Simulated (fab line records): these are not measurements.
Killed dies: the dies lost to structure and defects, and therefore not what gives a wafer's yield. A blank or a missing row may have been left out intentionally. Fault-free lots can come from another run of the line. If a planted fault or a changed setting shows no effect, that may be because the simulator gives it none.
Matching of chambers / flow n5_finfet / pecvd-03 running N5_BEOL_M10_PECVD_70: 3 sister chambers
The step deposits SiO2 from TEOS/O2, target thk 20 nm, time 22.7 s. 3 wafers are shown with their chamber, then 12 later ones without.

## EACH WAFER AND ITS CHAMBER
wafer=L084.5; chamber=0; throttle_valve_pct (%)=22.9
wafer=L091.3; chamber=2; throttle_valve_pct (%)=20.4
wafer=L091.6; chamber=1; throttle_valve_pct (%)=21.9

## WAFERS WITH NO CHAMBER GIVEN
wafer=L090.2; throttle_valve_pct (%)=22.0
wafer=L090.3; throttle_valve_pct (%)=23.1
wafer=L090.5; throttle_valve_pct (%)=22.0
wafer=L092.2; throttle_valve_pct (%)=23.0
wafer=L092.4; throttle_valve_pct (%)=22.8
wafer=L092.6; throttle_valve_pct (%)=22.0
wafer=L094.1; throttle_valve_pct (%)=20.4
wafer=L094.2; throttle_valve_pct (%)=21.9
wafer=L094.3; throttle_valve_pct (%)=23.2
wafer=L096.2; throttle_valve_pct (%)=20.4
wafer=L096.3; throttle_valve_pct (%)=23.1
wafer=L096.5; throttle_valve_pct (%)=21.9

## CHAMBER TAKEN BY EACH
wafer=L090.2; from the rows above=1; in truth=1
wafer=L090.3; from the rows above=0; in truth=0
wafer=L090.5; from the rows above=1; in truth=1
wafer=L092.2; from the rows above=0; in truth=0
wafer=L092.4; from the rows above=0; in truth=0
wafer=L092.6; from the rows above=1; in truth=1
wafer=L094.1; from the rows above=2; in truth=2
wafer=L094.2; from the rows above=1; in truth=1
wafer=L094.3; from the rows above=0; in truth=0
wafer=L096.2; from the rows above=2; in truth=2
wafer=L096.3; from the rows above=0; in truth=0
wafer=L096.5; from the rows above=1; in truth=1
Correctly placed: 12 of 12. Left unplaced by these rows: 0. Number placed wrongly: 0.
How it was worked out, from the rows above alone: a wafer's distance from a chamber is the root of the sum, over the readings, of the square of ((its reading less the chamber's mean) divided by the reading's scatter). The wafer belongs to the nearest chamber; if the next one is less than 2 further off, it can't be placed. The mean given for a chamber averages the wafers shown for that chamber. The scatter: root of mean squared gap, hidden wafer to nearest shown wafer, with one shown wafer a chamber.
